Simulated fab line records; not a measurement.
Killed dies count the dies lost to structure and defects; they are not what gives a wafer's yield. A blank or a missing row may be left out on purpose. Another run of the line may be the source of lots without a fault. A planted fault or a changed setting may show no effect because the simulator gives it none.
fab line records	flow n5Finfet
record lots=24	wafers=72	lastDay=17
route steps=1938 shown BEOL_M2@856
lots untouched by any fault: they come from a run of this same line in which no faults occurred
startH: start of the lot's first displayed wafer, in hours after the record's first day	waitH: how many hours have passed since the lot's step before this one	" same as the row above	L1.1+2: a row that stands for several wafers	- either no value or no given start	* or withheld: withheld	< > ~ a bound
route shown NAME@n: NAME is a module with steps in the file, n the number in the route of the first one	usual: mean/standard deviation taken from wafers without a fault	same: alike in all rows	chamber/n: place in a boat	sites: each site's reading	_std_site: standard deviation of those values	_edge_site: the outer-site mean with the inner-site mean subtracted	radiusMm: how far each site lies from the wafer's centre	mask NAME#n: copy n	behind: the last tool/chamber to shape the wafer	hold: reason for holding the lot/hours on hold/outcome of the hold	device: names the non-switching transistor (n, p or np)	end of line: the route-end tests of the same wafers	a step given without rows: its recipe and nothing more	killed: not the wafer's yield, but the dies lost to structure and defects at the first sort	map: dies across one wafer; x = killed, . = not, _ = none there
set.NAME: the setting the step ran with; set.NAME@STEP: the setting that earlier step ran with	model.NAME: the simulator's own value behind a step, which no gauge read
one table for each step of the route and one row for each wafer, over a sample of lots
services: a tool's chamber out of use, with start hour (startH, from the record's first day; less than 0 if before it), hours out, and reason
## steps
# step N5_BEOL_M2_INSPECT_13
# recipe mode=adi	inspectInstrument=brightfield
# usual rawDefectCount=453/110
lot.wafer	tool	chamber	startH	waitH	rawDefectCount
L075.3	defectInspect-02	-	153.48	0.0	362
L075.4	"	-	"	"	483
L075.5	"	-	"	"	289
L074.3	defectInspect-02	-	153.58	0.0	463
L074.5	"	-	"	"	382
L074.6	"	-	"	"	448
L076.2	defectInspect-02	-	154.54	0.0	382
L076.4	"	-	"	"	446
L076.5	"	-	"	"	414
L077.1	defectInspect-01	-	159.26	0.1	408
L077.3	"	-	"	"	512
L077.5	"	-	"	"	388
L078.4	defectInspect-01	-	159.52	0.0	454
L078.5	"	-	"	"	265
L078.6	"	-	"	"	282
L079.2	defectInspect-02	-	165.67	0.0	500
L079.3	"	-	"	"	392
L079.6	"	-	"	"	438
L080.2	defectInspect-01	-	179.28	0.0	372
L080.3	"	-	"	"	351
L080.5	"	-	"	"	359
L081.1	defectInspect-01	-	183.08	0.1	279
L081.3	"	-	"	"	355
L081.6	"	-	"	"	330
L082.1	defectInspect-01	-	188.18	0.1	444
L082.4	"	-	"	"	398
L082.6	"	-	"	"	340
L083.1	defectInspect-02	-	196.37	0.1	400
L083.3	"	-	"	"	333
L083.4	"	-	"	"	414
L084.2	defectInspect-01	-	202.30	0.0	364
L084.5	"	-	"	"	340
L084.6	"	-	"	"	318
L085.3	defectInspect-01	-	212.54	0.0	561
L085.4	"	-	"	"	599
L085.6	"	-	"	"	655
L087.2	defectInspect-02	-	213.82	0.0	520
L087.3	"	-	"	"	459
L087.6	"	-	"	"	403
L086.2	defectInspect-01	-	214.27	0.0	391
L086.4	"	-	"	"	400
L086.5	"	-	"	"	438
L088.4	defectInspect-02	-	219.85	0.0	470
L088.5	"	-	"	"	474
L088.6	"	-	"	"	361
L089.1	defectInspect-02	-	223.44	0.1	348
L089.3	"	-	"	"	516
L089.4	"	-	"	"	545
L090.1	defectInspect-01	-	228.41	0.1	331
L090.2	"	-	"	"	417
L090.6	"	-	"	"	388
L092.2	defectInspect-02	-	238.25	0.0	480
L092.3	"	-	"	"	529
L092.6	"	-	"	"	559
L091.1	defectInspect-01	-	239.49	0.1	588
L091.2	"	-	"	"	524
L091.3	"	-	"	"	553
L093.1	defectInspect-01	-	244.96	0.1	420
L093.2	"	-	"	"	531
L093.6	"	-	"	"	344
L094.1	defectInspect-02	-	252.57	0.1	610
L094.2	"	-	"	"	662
L094.6	"	-	"	"	469
L095.2	defectInspect-01	-	258.71	0.0	430
L095.3	"	-	"	"	572
L095.5	"	-	"	"	432
L096.2	defectInspect-01	-	272.18	0.0	493
L096.5	"	-	"	"	286
L096.6	"	-	"	"	330
L097.4	defectInspect-02	-	276.59	0.0	572
L097.5	"	-	"	"	591
L097.6	"	-	"	"	555
# step N5_BEOL_M2_OVL_MEAS_29
# recipe pointsPerWafer=522
# usual V1_OVL=0.4/0.68
lot.wafer	tool	chamber	startH	waitH	V1_OVL[nm]
L075.3	overlay-01	0	154.53	0.0	0.3
L075.4	"	0	"	"	1.1
L075.5	"	0	"	"	0.3
L074.3	overlay-01	0	154.71	0.0	0.7
L074.5	"	0	"	"	0.6
L074.6	"	0	"	"	1.5
L076.2	overlay-02	0	155.37	0.0	0.1
L076.4	"	0	"	"	0.8
L076.5	"	0	"	"	0.0
L077.1	overlay-02	0	160.22	0.0	-0.1
L077.3	"	0	"	"	1.0
L077.5	"	0	"	"	1.7
L078.4	overlay-01	0	160.64	0.0	-0.4
L078.5	"	0	"	"	-0.5
L078.6	"	0	"	"	-1.7
L079.2	overlay-02	0	166.49	0.0	-0.8
L079.3	"	0	"	"	-0.2
L079.6	"	0	"	"	0.4
L080.2	overlay-02	0	180.30	0.0	-0.2
L080.3	"	0	"	"	0.8
L080.5	"	0	"	"	0.3
L081.1	overlay-02	0	184.61	0.0	0.7
L081.3	"	0	"	"	0.6
L081.6	"	0	"	"	0.8
L082.1	overlay-01	0	189.00	0.0	-0.5
L082.4	"	0	"	"	0.4
L082.6	"	0	"	"	-0.4
L083.1	overlay-02	0	197.31	0.0	1.5
L083.3	"	0	"	"	0.2
L083.4	"	0	"	"	1.7
L084.2	overlay-02	0	203.31	0.0	0.8
L084.5	"	0	"	"	0.4
L084.6	"	0	"	"	0.4
L085.3	overlay-02	0	213.51	0.0	0.9
L085.4	"	0	"	"	0.2
L085.6	"	0	"	"	0.5
L087.2	overlay-01	0	214.93	0.0	0.4
L087.3	"	0	"	"	0.1
L087.6	"	0	"	"	0.5
L086.2	overlay-01	0	215.23	0.0	0.4
L086.4	"	0	"	"	0.2
L086.5	"	0	"	"	1.2
L088.4	overlay-01	0	220.92	0.0	0.5
L088.5	"	0	"	"	0.3
L088.6	"	0	"	"	0.3
L089.1	overlay-02	0	224.26	0.0	1.7
L089.3	"	0	"	"	1.4
L089.4	"	0	"	"	1.2
L090.1	overlay-01	0	229.32	0.0	0.7
L090.2	"	0	"	"	1.0
L090.6	"	0	"	"	0.5
L092.2	overlay-02	0	239.13	0.0	0.5
L092.3	"	0	"	"	1.0
L092.6	"	0	"	"	0.9
L091.1	overlay-02	0	240.31	0.0	1.2
L091.2	"	0	"	"	-1.2
L091.3	"	0	"	"	0.7
L093.1	overlay-01	0	245.77	0.0	-0.2
L093.2	"	0	"	"	-1.0
L093.6	"	0	"	"	-0.4
L094.1	overlay-02	0	253.76	0.0	-0.6
L094.2	"	0	"	"	-2.0
L094.6	"	0	"	"	-0.2
L095.2	overlay-02	0	259.86	0.0	0.4
L095.3	"	0	"	"	1.1
L095.5	"	0	"	"	0.0
L096.2	overlay-01	0	273.46	0.0	-0.7
L096.5	"	0	"	"	-0.4
L096.6	"	0	"	"	-0.4
L097.4	overlay-01	0	277.57	0.0	0.1
L097.5	"	0	"	"	-0.3
L097.6	"	0	"	"	-0.1
# step N5_BEOL_M2_ETCH_77
# recipe chemistry=N2/H2	target=underlayer	targetDepthA=65	maskMaterial=CAR-EUV	timeS=5.2	ionEnergyEv=200	pressureMtorr=30	sourceW=840	biasW=150	n2FlowSccm=200	h2FlowSccm=200	ends=cleared
# usual drypumpMotorCurrentA=5.9/0.48	etchRfOnTimeS=5.28/0.082	oesProductAu=0.64/0.062	rfVppV=524.0/2.7	showerheadPlenumPTorr=2.55/0.084	throttleValvePct=17.82/0.27
lot.wafer	tool	chamber	startH	waitH	drypumpMotorCurrentA	etchRfOnTimeS	oesProductAu	rfHoursCounterH	rfVppV	showerheadPlenumPTorr	throttleValvePct
L075.3	rieDiel-05	0	154.64	0.0	5.2	5.38	0.60	214	527.2	2.62	17.96
L075.4	"	3	"	"	5.4	5.36	0.61	181	522.8	2.54	18.01
L075.5	"	2	"	"	6.3	5.30	0.60	-	523.5	2.53	18.02
L074.3	rieDiel-03	0	154.84	0.0	6.3	5.17	0.79	19	523.2	2.49	17.61
L074.5	"	3	"	"	6.3	5.16	0.68	-	522.1	2.44	17.63
L074.6	"	0	"	"	6.3	5.14	0.79	-	522.2	2.49	17.59
L076.2	rieDiel-05	3	155.87	0.0	5.4	5.27	0.62	181	522.8	2.54	18.03
L076.4	"	0	"	"	5.2	5.35	0.61	214	528.4	2.62	17.96
L076.5	"	3	"	"	5.4	5.31	0.62	-	524.9	2.54	18.02
L077.1	rieDiel-05	1	160.35	0.0	6.1	5.23	0.60	236	522.0	2.51	18.05
L077.3	"	2	"	"	6.3	5.36	0.61	189	523.1	2.53	18.02
L077.5	"	1	"	"	6.1	5.20	0.61	-	521.7	2.50	18.04
L078.4	rieDiel-05	1	160.84	0.0	6.1	5.19	0.60	-	523.0	2.50	18.01
L078.5	"	3	"	"	5.3	5.30	0.62	-	526.3	2.54	18.02
L078.6	"	2	"	"	6.3	5.27	0.60	-	521.6	2.53	18.03
L079.2	rieDiel-05	3	166.64	0.0	5.4	5.40	0.62	186	520.9	2.54	18.02
L079.3	"	0	"	"	5.2	5.41	0.60	216	526.4	2.62	17.96
L079.6	"	2	"	"	6.3	5.36	0.61	-	524.6	2.53	18.03
L080.2	rieDiel-01	2	180.42	0.0	5.4	5.16	0.71	74	526.6	2.69	17.60
L080.3	"	1	"	"	6.1	5.34	0.61	198	518.9	2.42	17.69
L080.5	"	1	"	"	6.1	5.31	0.60	-	521.4	2.42	17.68
L081.1	rieDiel-05	1	184.74	0.0	6.2	5.24	0.59	244	523.6	2.50	18.02
L081.3	"	2	"	"	6.3	5.36	0.60	198	522.1	2.53	18.03
L081.6	"	1	"	"	6.2	5.16	0.60	-	521.7	2.50	18.03
L082.1	rieDiel-01	3	189.13	0.0	5.1	5.20	0.68	68	528.3	2.69	17.67
L082.4	"	2	"	"	5.4	5.17	0.71	78	528.4	2.69	17.64
L082.6	"	3	"	"	5.1	5.24	0.68	-	527.4	2.69	17.64
L083.1	rieDiel-01	0	197.44	0.0	5.5	5.25	0.82	4	525.5	2.61	17.22
L083.3	"	3	"	"	5.1	5.36	0.68	71	527.1	2.69	17.67
L083.4	"	1	"	"	6.1	5.40	0.60	203	520.0	2.42	17.71
L084.2	rieDiel-05	2	203.43	0.0	6.3	5.36	0.59	204	522.4	2.53	18.05
L084.5	"	3	"	"	5.3	5.30	0.60	-	523.8	2.53	18.05
L084.6	"	2	"	"	6.3	5.30	0.60	-	523.8	2.53	18.05
L085.3	rieDiel-05	3	213.63	0.0	5.4	5.34	0.61	204	523.4	2.53	18.06
L085.4	"	3	"	"	5.4	5.32	0.61	-	523.9	2.53	18.05
L085.6	"	2	"	"	6.3	5.29	0.59	-	524.7	2.52	18.07
L087.2	rieDiel-05	0	215.05	0.0	5.2	5.36	0.59	235	525.7	2.61	17.99
L087.3	"	3	"	"	5.4	5.29	0.61	205	522.3	2.53	18.03
L087.6	"	0	"	"	5.2	5.35	0.59	-	525.5	2.61	17.99
L086.2	rieDiel-03	1	215.74	0.0	5.7	5.26	0.67	114	527.0	2.66	17.39
L086.4	"	0	"	"	6.3	5.23	0.75	40	523.3	2.48	17.61
L086.5	"	2	"	"	6.6	5.37	0.59	-	526.1	2.62	18.27
L088.4	rieDiel-03	1	221.02	0.0	5.7	5.23	0.66	116	528.0	2.66	17.37
L088.5	"	2	"	"	6.6	5.35	0.60	-	523.6	2.62	18.27
L088.6	"	1	"	"	5.7	5.22	0.67	-	528.5	2.66	17.38
L089.1	rieDiel-03	3	224.67	0.0	6.3	5.19	0.66	143	518.9	2.43	17.67
L089.3	"	2	"	"	6.6	5.34	0.59	223	523.7	2.62	18.26
L089.4	"	0	"	"	6.3	5.19	0.73	43	520.1	2.47	17.61
L090.1	rieDiel-01	3	229.45	0.0	5.1	5.27	0.66	81	527.5	2.69	17.70
L090.2	"	1	"	"	6.1	5.29	0.60	215	519.2	2.41	17.75
L090.6	"	2	"	"	5.3	5.11	0.69	-	528.5	2.68	17.67
L092.2	rieDiel-03	2	239.25	0.0	6.6	5.36	0.57	227	526.7	2.62	18.31
L092.3	"	3	"	"	6.3	5.15	0.65	148	520.4	2.43	17.69
L092.6	"	0	"	"	6.3	5.19	0.73	-	521.6	2.47	17.64
L091.1	rieDiel-05	3	240.44	0.0	5.4	5.38	0.59	212	522.0	2.53	18.05
L091.2	"	1	"	"	6.1	5.18	0.81	7	522.2	2.50	17.66
L091.3	"	0	"	"	5.2	5.37	0.59	243	527.1	2.60	17.99
L093.1	rieDiel-03	1	245.90	0.0	5.7	5.33	0.65	124	527.0	2.65	17.41
L093.2	"	2	"	"	6.6	5.45	0.58	229	527.3	2.62	18.29
L093.6	"	0	"	"	6.3	5.24	0.73	-	522.0	2.47	17.67
L094.1	rieDiel-01	1	253.89	0.0	6.1	5.38	0.59	222	520.9	2.41	17.76
L094.2	"	0	"	"	5.5	5.22	0.77	21	525.3	2.60	17.25
L094.6	"	0	"	"	5.5	5.30	0.78	-	526.4	2.60	17.26
L095.2	rieDiel-01	3	259.98	0.0	5.1	5.32	0.67	92	528.1	2.68	17.72
L095.3	"	2	"	"	5.4	5.22	0.68	104	529.1	2.67	17.66
L095.5	"	0	"	"	5.5	5.25	0.76	-	526.4	2.60	17.24
L096.2	rieDiel-05	2	273.58	0.0	6.3	5.27	0.59	227	523.1	2.52	18.10
L096.5	"	3	"	"	5.4	5.27	0.59	-	523.4	2.52	18.07
L096.6	"	1	"	"	6.2	5.17	0.78	-	520.9	2.49	17.68
L097.4	rieDiel-03	3	277.68	0.0	6.3	5.21	0.63	162	520.7	2.43	17.70
L097.5	"	0	"	"	6.3	5.23	0.72	-	520.7	2.47	17.64
L097.6	"	1	"	"	5.7	5.34	0.65	-	526.0	2.65	17.43
# step N5_BEOL_M2_ANNEAL_82
# recipe tempC=400	timeS=240	ambient=vacuum
# usual heaterPowerW=848/96
lot.wafer	tool	chamber	startH	waitH	heaterPowerW
L075.3	pvdSputter-01	-	157.25	0.0	893
L075.4	"	-	"	"	867
L075.5	"	-	"	"	724
L074.3	pvdSputter-02	-	157.49	0.0	848
L074.5	"	-	"	"	972
L074.6	"	-	"	"	849
L076.2	pvdSputter-02	-	159.71	0.0	965
L076.4	"	-	"	"	859
L076.5	"	-	"	"	938
L077.1	pvdSputter-01	-	163.86	0.0	883
L077.3	"	-	"	"	716
L077.5	"	-	"	"	863
L078.4	pvdSputter-01	-	165.80	0.0	870
L078.5	"	-	"	"	877
L078.6	"	-	"	"	724
L079.2	pvdSputter-03	-	172.74	0.0	864
L079.3	"	-	"	"	1035
L079.6	"	-	"	"	710
L080.2	pvdSputter-01	-	185.44	0.0	898
L080.3	"	-	"	"	902
L080.5	"	-	"	"	726
L081.1	pvdSputter-01	-	187.78	0.0	736
L081.3	"	-	"	"	856
L081.6	"	-	"	"	862
L082.1	pvdSputter-01	-	204.69	0.0	888
L082.4	"	-	"	"	893
L082.6	"	-	"	"	885
L083.1	pvdSputter-02	-	207.87	0.0	842
L083.3	"	-	"	"	950
L083.4	"	-	"	"	757
L084.2	pvdSputter-02	-	214.51	0.0	770
L084.5	"	-	"	"	838
L084.6	"	-	"	"	939
L085.3	pvdSputter-03	-	217.09	0.0	943
L085.4	"	-	"	"	735
L085.6	"	-	"	"	939
L087.2	pvdSputter-01	-	221.23	0.0	876
L087.3	"	-	"	"	737
L087.6	"	-	"	"	741
L086.2	pvdSputter-02	-	221.63	0.0	944
L086.4	"	-	"	"	954
L086.5	"	-	"	"	934
L088.4	pvdSputter-02	-	229.01	0.0	765
L088.5	"	-	"	"	960
L088.6	"	-	"	"	975
L089.1	pvdSputter-02	-	231.11	0.0	762
L089.3	"	-	"	"	832
L089.4	"	-	"	"	977
L090.1	pvdSputter-01	-	232.28	0.0	891
L090.2	"	-	"	"	862
L090.6	"	-	"	"	891
L092.2	pvdSputter-01	-	245.42	0.0	741
L092.3	"	-	"	"	875
L092.6	"	-	"	"	722
L091.1	pvdSputter-03	-	256.61	0.0	1060
L091.2	"	-	"	"	735
L091.3	"	-	"	"	959
L093.1	pvdSputter-03	-	260.55	0.0	735
L093.2	"	-	"	"	861
L093.6	"	-	"	"	934
L094.1	pvdSputter-02	-	270.12	0.0	838
L094.2	"	-	"	"	762
L094.6	"	-	"	"	981
L095.2	pvdSputter-01	-	270.24	0.0	881
L095.3	"	-	"	"	857
L095.5	"	-	"	"	729
L096.2	pvdSputter-02	-	276.42	0.0	865
L096.5	"	-	"	"	943
L096.6	"	-	"	"	753
L097.4	pvdSputter-02	-	280.87	0.0	938
L097.5	"	-	"	"	929
L097.6	"	-	"	"	991
# step N5_BEOL_M2_ANNEAL_89
# recipe tempC=400	timeS=240	ambient=vacuum
# usual heaterPowerW=849/94
lot.wafer	tool	chamber	startH	waitH	heaterPowerW
L075.3	pvdSputter-01	-	157.69	0.0	885
L075.4	"	-	"	"	882
L075.5	"	-	"	"	738
L074.3	pvdSputter-02	-	157.93	0.0	847
L074.5	"	-	"	"	957
L074.6	"	-	"	"	849
L076.2	pvdSputter-02	-	160.15	0.0	960
L076.4	"	-	"	"	859
L076.5	"	-	"	"	981
L077.1	pvdSputter-01	-	164.30	0.0	861
L077.3	"	-	"	"	718
L077.5	"	-	"	"	901
L078.4	pvdSputter-01	-	166.24	0.0	865
L078.5	"	-	"	"	895
L078.6	"	-	"	"	750
L079.2	pvdSputter-03	-	173.18	0.0	855
L079.3	"	-	"	"	1029
L079.6	"	-	"	"	720
L080.2	pvdSputter-01	-	185.88	0.0	904
L080.3	"	-	"	"	894
L080.5	"	-	"	"	732
L081.1	pvdSputter-01	-	188.22	0.0	752
L081.3	"	-	"	"	886
L081.6	"	-	"	"	885
L082.1	pvdSputter-01	-	205.13	0.0	873
L082.4	"	-	"	"	871
L082.6	"	-	"	"	878
L083.1	pvdSputter-02	-	208.31	0.0	873
L083.3	"	-	"	"	959
L083.4	"	-	"	"	755
L084.2	pvdSputter-02	-	214.95	0.0	730
L084.5	"	-	"	"	829
L084.6	"	-	"	"	937
L085.3	pvdSputter-03	-	217.53	0.0	916
L085.4	"	-	"	"	725
L085.6	"	-	"	"	926
L087.2	pvdSputter-01	-	221.67	0.0	876
L087.3	"	-	"	"	752
L087.6	"	-	"	"	728
L086.2	pvdSputter-02	-	222.07	0.0	970
L086.4	"	-	"	"	958
L086.5	"	-	"	"	942
L088.4	pvdSputter-02	-	229.45	0.0	734
L088.5	"	-	"	"	930
L088.6	"	-	"	"	968
L089.1	pvdSputter-02	-	231.55	0.0	771
L089.3	"	-	"	"	868
L089.4	"	-	"	"	950
L090.1	pvdSputter-01	-	232.72	0.0	874
L090.2	"	-	"	"	881
L090.6	"	-	"	"	883
L092.2	pvdSputter-01	-	245.86	0.0	734
L092.3	"	-	"	"	875
L092.6	"	-	"	"	735
L091.1	pvdSputter-03	-	257.05	0.0	1010
L091.2	"	-	"	"	756
L091.3	"	-	"	"	952
L093.1	pvdSputter-03	-	260.99	0.0	712
L093.2	"	-	"	"	867
L093.6	"	-	"	"	910
L094.1	pvdSputter-02	-	270.56	0.0	847
L094.2	"	-	"	"	756
L094.6	"	-	"	"	969
L095.2	pvdSputter-01	-	270.68	0.0	855
L095.3	"	-	"	"	872
L095.5	"	-	"	"	731
L096.2	pvdSputter-02	-	276.91	0.0	854
L096.5	"	-	"	"	953
L096.6	"	-	"	"	764
L097.4	pvdSputter-02	-	281.37	0.0	941
L097.5	"	-	"	"	946
L097.6	"	-	"	"	940
# step N5_BEOL_M2_ANNEAL_95
# recipe tempC=400	timeS=240	ambient=vacuum
# usual heaterPowerW=848/96
lot.wafer	tool	chamber	startH	waitH	heaterPowerW
L075.3	pvdSputter-01	-	158.35	0.0	866
L075.4	"	-	"	"	865
L075.5	"	-	"	"	733
L074.3	pvdSputter-02	-	158.59	0.0	835
L074.5	"	-	"	"	985
L074.6	"	-	"	"	844
L076.2	pvdSputter-02	-	160.81	0.0	968
L076.4	"	-	"	"	845
L076.5	"	-	"	"	959
L077.1	pvdSputter-01	-	164.96	0.0	890
L077.3	"	-	"	"	720
L077.5	"	-	"	"	915
L078.4	pvdSputter-01	-	166.90	0.0	881
L078.5	"	-	"	"	885
L078.6	"	-	"	"	721
L079.2	pvdSputter-03	-	173.84	0.0	862
L079.3	"	-	"	"	1011
L079.6	"	-	"	"	760
L080.2	pvdSputter-01	-	186.54	0.0	885
L080.3	"	-	"	"	886
L080.5	"	-	"	"	727
L081.1	pvdSputter-01	-	188.88	0.0	746
L081.3	"	-	"	"	872
L081.6	"	-	"	"	865
L082.1	pvdSputter-01	-	205.79	0.0	885
L082.4	"	-	"	"	877
L082.6	"	-	"	"	871
L083.1	pvdSputter-02	-	208.97	0.0	846
L083.3	"	-	"	"	919
L083.4	"	-	"	"	751
L084.2	pvdSputter-02	-	215.61	0.0	759
L084.5	"	-	"	"	852
L084.6	"	-	"	"	914
L085.3	pvdSputter-03	-	218.19	0.0	962
L085.4	"	-	"	"	710
L085.6	"	-	"	"	938
L087.2	pvdSputter-01	-	222.33	0.0	889
L087.3	"	-	"	"	739
L087.6	"	-	"	"	730
L086.2	pvdSputter-02	-	222.73	0.0	953
L086.4	"	-	"	"	944
L086.5	"	-	"	"	973
L088.4	pvdSputter-02	-	230.11	0.0	764
L088.5	"	-	"	"	951
L088.6	"	-	"	"	977
L089.1	pvdSputter-02	-	232.21	0.0	748
L089.3	"	-	"	"	847
L089.4	"	-	"	"	977
L090.1	pvdSputter-01	-	233.38	0.0	861
L090.2	"	-	"	"	857
L090.6	"	-	"	"	867
L092.2	pvdSputter-01	-	246.52	0.0	725
L092.3	"	-	"	"	883
L092.6	"	-	"	"	741
L091.1	pvdSputter-03	-	257.71	0.0	1026
L091.2	"	-	"	"	713
L091.3	"	-	"	"	945
L093.1	pvdSputter-03	-	261.65	0.0	727
L093.2	"	-	"	"	855
L093.6	"	-	"	"	934
L094.1	pvdSputter-02	-	271.22	0.0	843
L094.2	"	-	"	"	769
L094.6	"	-	"	"	982
L095.2	pvdSputter-01	-	271.34	0.0	884
L095.3	"	-	"	"	875
L095.5	"	-	"	"	712
L096.2	pvdSputter-02	-	277.66	0.0	833
L096.5	"	-	"	"	974
L096.6	"	-	"	"	759
L097.4	pvdSputter-02	-	282.11	0.0	944
L097.5	"	-	"	"	938
L097.6	"	-	"	"	965
## services
tool	chamber	startH	hours	kind
rieDiel-03	2	134.14	4.8	repair
rieDiel-01	0	162.56	-	clean
rieDiel-01	0	162.56	-	consumableReplace:esc
rieDiel-01	0	162.56	-	consumableReplace:focusRing
rieDiel-01	0	162.56	21.0	scheduledDown
rieDiel-01	0	162.56	21.0	ventCycle
rieDiel-05	1	202.25	-	clean
rieDiel-05	1	202.25	-	consumableReplace:focusRing
rieDiel-05	1	202.25	14.5	scheduledDown
rieDiel-05	1	202.25	14.5	ventCycle
rieDiel-01	0	225.59	5.0	repair
rieDiel-01	1	246.01	6.7	repair
rieDiel-05	0	261.01	-	clean
rieDiel-05	0	261.01	-	consumableReplace:focusRing
rieDiel-05	0	261.01	24.8	scheduledDown
rieDiel-05	0	261.01	24.8	ventCycle
## key
fault none
